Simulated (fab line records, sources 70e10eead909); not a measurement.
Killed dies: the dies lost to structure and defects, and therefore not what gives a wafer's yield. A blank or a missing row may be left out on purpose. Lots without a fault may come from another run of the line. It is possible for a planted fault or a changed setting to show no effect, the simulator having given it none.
Matching of chambers ; flow nandHarc ; NHARC_A_SGD_CUT_ETCH_58 on rieDiel-12 has 4 sister chambers
The step etches the open film in CF4, target depth 39 nm, time 65 s. 16 wafers are shown with their chamber, then 8 later ones without.

== WAFERS, EACH WITH ITS CHAMBER ==
wafer;chamber;drypumpMotorCurrentA (A);rfVppV (V);oesProductAu (a.u.)
L074.1;0;5.9;149.4;1.006
L074.4;2;6.4;152.1;0.993
L074.5;2;6.4;151.5;0.994
L076.1;1;5.5;150.3;1.005
L076.2;0;5.9;151.7;1.013
L076.6;1;5.4;151.0;1.018
L078.3;1;5.4;149.6;0.996
L078.4;3;6.4;152.6;1.003
L078.5;0;5.9;149.2;0.996
L083.2;0;5.9;149.3;0.986
L083.4;3;6.4;152.6;1.019
L083.5;2;6.4;153.0;0.995
L091.2;0;5.9;149.8;0.998
L091.4;2;6.4;151.7;0.985
L091.6;0;5.9;150.0;0.990
L093.2;3;6.3;152.1;1.017

SIGNATURES, as means of the wafers listed above
reading;chamber 0;chamber 1;chamber 2;chamber 3;scatter within a chamber
drypumpMotorCurrentA;5.900;5.433;6.400;6.367;0.0333
rfVppV;149.900;150.300;152.075;152.433;0.755
oesProductAu;0.99817;1.00633;0.99175;1.01300;0.00895
Rule: a wafer's distance from a chamber is the root of the sum, over the readings, of the square of ((its reading less the chamber's mean) divided by the reading's scatter). The wafer belongs to the nearest chamber; if the next one is less than 2 further off, it can't be placed. How the scatter is found: for the shown wafers, subtract from each reading the mean of its chamber, square and add these, divide the total by (wafers less chambers), then take the root.

== WAFERS WHOSE CHAMBER IS MISSING ==
wafer;drypumpMotorCurrentA (A);rfVppV (V);oesProductAu (a.u.)
L093.3;5.9;149.2;1.010
L093.4;6.4;151.4;1.008
L097.3;5.4;152.0;0.998
L097.4;6.4;151.0;1.002
L097.6;6.4;150.6;1.005
L096.3;5.4;150.6;1.002
L096.4;6.4;152.0;1.022
L096.5;6.4;153.0;0.993

== THE CHAMBER EACH PASSED THROUGH ==
wafer;from the rows above;in truth
L093.3;0;0
L093.4;can't be placed: 3 or 2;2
L097.3;1;1
L097.4;can't be placed: 2 or 3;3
L097.6;can't be placed: 2 or 3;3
L096.3;1;1
L096.4;can't be placed: 3 or 2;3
L096.5;can't be placed: 2 or 3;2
Correctly placed: 3 of 8. Unplaceable from these rows: 5, with the true chamber sitting among the candidates in 5. 0 placed wrongly.
